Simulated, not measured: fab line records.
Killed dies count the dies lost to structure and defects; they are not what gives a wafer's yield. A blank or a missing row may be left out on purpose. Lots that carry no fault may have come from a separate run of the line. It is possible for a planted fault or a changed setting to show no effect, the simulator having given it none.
Split-lot study / flow n5-finfet / 21 wafers read across 7 lots, on a route 1938 steps long

## THE SPLIT
At N5_BEOL_M8_COAT_22 (resist thk 30 nm), the setting spin-rpm was moved away from the recipe's 1500 rpm on 7 of the 21 wafers read, by -8.8% to +9.7%. All remaining wafers had this setting at the recipe value.

## FROM THE SPLIT TO THE READING: what the file shows between them, 5 steps
- N5_BEOL_M8_EBR_24
- N5_BEOL_M8_SOFTBAKE_23: time 60 s
- N5_BEOL_M8_EXPOSE_25: exposes mask V7, target cd 40 nm
- N5_BEOL_M8_PEB_26: peb time 60 s
- N5_BEOL_M8_DEVELOP_27: develop time 30 s

## THE READING
CAR-EUV_of_BEOL_M8_COAT_22.thk-nm (the simulator's own value, which no gauge read), in nm, at N5_BEOL_M8_DESCUM_33 (chemistry O2, time 7 s). The file does not state a usual value for it. Across the 14 wafers here that went through the recipe, the average is 25.9 nm and the standard deviation 0.26 nm.

wafer=L074.1; tool, chamber at the split=litho-track-04, 0; spin-rpm as run, rpm=1500; against the recipe=recipe; CAR-EUV_of_BEOL_M8_COAT_22.thk-nm, nm=25.8; against lot-mates on the recipe=-
wafer=L074.2; tool, chamber at the split=litho-track-04, 0; spin-rpm as run, rpm=1500; against the recipe=recipe; CAR-EUV_of_BEOL_M8_COAT_22.thk-nm, nm=26; against lot-mates on the recipe=-
wafer=L074.3; tool, chamber at the split=litho-track-04, 0; spin-rpm as run, rpm=1368; against the recipe=-8.8%; CAR-EUV_of_BEOL_M8_COAT_22.thk-nm, nm=27.4; against lot-mates on the recipe=+1.5
wafer=L076.1; tool, chamber at the split=litho-track-04, 0; spin-rpm as run, rpm=1500; against the recipe=recipe; CAR-EUV_of_BEOL_M8_COAT_22.thk-nm, nm=26; against lot-mates on the recipe=-
wafer=L076.5; tool, chamber at the split=litho-track-04, 0; spin-rpm as run, rpm=1500; against the recipe=recipe; CAR-EUV_of_BEOL_M8_COAT_22.thk-nm, nm=25.2; against lot-mates on the recipe=-
wafer=L076.6; tool, chamber at the split=litho-track-04, 0; spin-rpm as run, rpm=1645; against the recipe=+9.7%; CAR-EUV_of_BEOL_M8_COAT_22.thk-nm, nm=24; against lot-mates on the recipe=-1.6
wafer=L080.2; tool, chamber at the split=litho-track-01, 0; spin-rpm as run, rpm=1500; against the recipe=recipe; CAR-EUV_of_BEOL_M8_COAT_22.thk-nm, nm=26; against lot-mates on the recipe=-
wafer=L080.4; tool, chamber at the split=litho-track-01, 0; spin-rpm as run, rpm=1500; against the recipe=recipe; CAR-EUV_of_BEOL_M8_COAT_22.thk-nm, nm=26; against lot-mates on the recipe=-
wafer=L080.5; tool, chamber at the split=litho-track-01, 0; spin-rpm as run, rpm=1500; against the recipe=recipe; CAR-EUV_of_BEOL_M8_COAT_22.thk-nm, nm=26; against lot-mates on the recipe=-
wafer=L090.2; tool, chamber at the split=litho-track-04, 0; spin-rpm as run, rpm=1453; against the recipe=-3.1%; CAR-EUV_of_BEOL_M8_COAT_22.thk-nm, nm=26.6; against lot-mates on the recipe=+1.0
wafer=L090.3; tool, chamber at the split=litho-track-04, 0; spin-rpm as run, rpm=1453; against the recipe=-3.1%; CAR-EUV_of_BEOL_M8_COAT_22.thk-nm, nm=26; against lot-mates on the recipe=+0.4
wafer=L090.4; tool, chamber at the split=litho-track-04, 0; spin-rpm as run, rpm=1500; against the recipe=recipe; CAR-EUV_of_BEOL_M8_COAT_22.thk-nm, nm=25.6; against lot-mates on the recipe=-
wafer=L092.1; tool, chamber at the split=litho-track-01, 0; spin-rpm as run, rpm=1386; against the recipe=-7.6%; CAR-EUV_of_BEOL_M8_COAT_22.thk-nm, nm=27.2; against lot-mates on the recipe=no lot-mate on the recipe
wafer=L092.2; tool, chamber at the split=litho-track-01, 0; spin-rpm as run, rpm=1386; against the recipe=-7.6%; CAR-EUV_of_BEOL_M8_COAT_22.thk-nm, nm=27.2; against lot-mates on the recipe=no lot-mate on the recipe
wafer=L092.6; tool, chamber at the split=litho-track-01, 0; spin-rpm as run, rpm=1386; against the recipe=-7.6%; CAR-EUV_of_BEOL_M8_COAT_22.thk-nm, nm=27.2; against lot-mates on the recipe=no lot-mate on the recipe
wafer=L089.2; tool, chamber at the split=litho-track-05, 0; spin-rpm as run, rpm=1500; against the recipe=recipe; CAR-EUV_of_BEOL_M8_COAT_22.thk-nm, nm=26; against lot-mates on the recipe=-
wafer=L089.4; tool, chamber at the split=litho-track-05, 0; spin-rpm as run, rpm=1500; against the recipe=recipe; CAR-EUV_of_BEOL_M8_COAT_22.thk-nm, nm=26; against lot-mates on the recipe=-
wafer=L089.6; tool, chamber at the split=litho-track-05, 0; spin-rpm as run, rpm=1500; against the recipe=recipe; CAR-EUV_of_BEOL_M8_COAT_22.thk-nm, nm=26; against lot-mates on the recipe=-
wafer=L093.2; tool, chamber at the split=litho-track-01, 0; spin-rpm as run, rpm=1500; against the recipe=recipe; CAR-EUV_of_BEOL_M8_COAT_22.thk-nm, nm=25.6; against lot-mates on the recipe=-
wafer=L093.3; tool, chamber at the split=litho-track-01, 0; spin-rpm as run, rpm=1500; against the recipe=recipe; CAR-EUV_of_BEOL_M8_COAT_22.thk-nm, nm=26.2; against lot-mates on the recipe=-
wafer=L093.6; tool, chamber at the split=litho-track-01, 0; spin-rpm as run, rpm=1500; against the recipe=recipe; CAR-EUV_of_BEOL_M8_COAT_22.thk-nm, nm=26.2; against lot-mates on the recipe=-

FIT RESULTS
A straight line over all 21 wafers: CAR-EUV_of_BEOL_M8_COAT_22.thk-nm changes by -0.178 nm for each +1% of spin-rpm; r = -0.95; the points scatter about the line by 0.25 nm.
The same after taking each lot's own level away (the mean of its wafers on the recipe; 18 wafers): -0.173 nm for each +1%; r = -0.94; scatter 0.22 nm.
According to that fit, moving spin-rpm by its largest amount changes the reading by 1.7 nm.
The lots' own levels span 25.60 to 26.00 nm, that is 1.5 times the standard deviation above.
The two slopes are in agreement: the lot-to-lot level therefore moves the slope only a little.
Check: -1.72 nm against its lot-mates is what the line predicts for one of the wafers moved furthest among these (+9.7%) when that wafer is left out of the fit. Against them it came out at -1.6 nm.

## THE WHOLE CHAIN: every reading that the file lists as answering this split, in the file's order
step=N5_BEOL_M8_COAT_22; what it does=resist thk 30 nm; reading=CAR-EUV_of_BEOL_M8_COAT_22.thk-nm (the simulator's own value, which no gauge read); change (the file's fit)=-0.161 nm for each +1% of the setting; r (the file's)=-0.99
step=N5_BEOL_M8_DEVELOP_27; what it does=develop time 30 s; reading=CAR-EUV_of_BEOL_M8_COAT_22.thk-nm (the simulator's own value, which no gauge read); change (the file's fit)=-0.152 nm for each +1% of the setting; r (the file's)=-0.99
step=N5_BEOL_M8_DESCUM_33; what it does=chemistry O2, time 7 s; reading=CAR-EUV_of_BEOL_M8_COAT_22.thk-nm (the simulator's own value, which no gauge read); change (the file's fit)=-0.171 nm for each +1% of the setting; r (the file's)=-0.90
step=N5_BEOL_M8_ETCH_72; what it does=etches underlayer in N2/H2, target depth 6.5 nm, time 5.2 s; reading=CAR-EUV_of_BEOL_M8_COAT_22.thk-nm (the simulator's own value, which no gauge read); change (the file's fit)=-0.149 nm for each +1% of the setting, in a fit together with time-s@BEOL_M8_DESCUM_33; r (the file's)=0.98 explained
step=N5_BEOL_M8_ETCH_65; what it does=etches SiARC in CF4, target depth 15.6 nm, time 26 s; reading=CAR-EUV_of_BEOL_M8_COAT_22.thk-nm (the simulator's own value, which no gauge read); change (the file's fit)=-0.149 nm for each +1% of the setting, in a fit together with time-s@BEOL_M8_DESCUM_33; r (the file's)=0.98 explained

## FILE'S OWN FIT
CAR-EUV_of_BEOL_M8_COAT_22.thk-nm changes by -0.171 nm for each +1% of spin-rpm, r = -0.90.
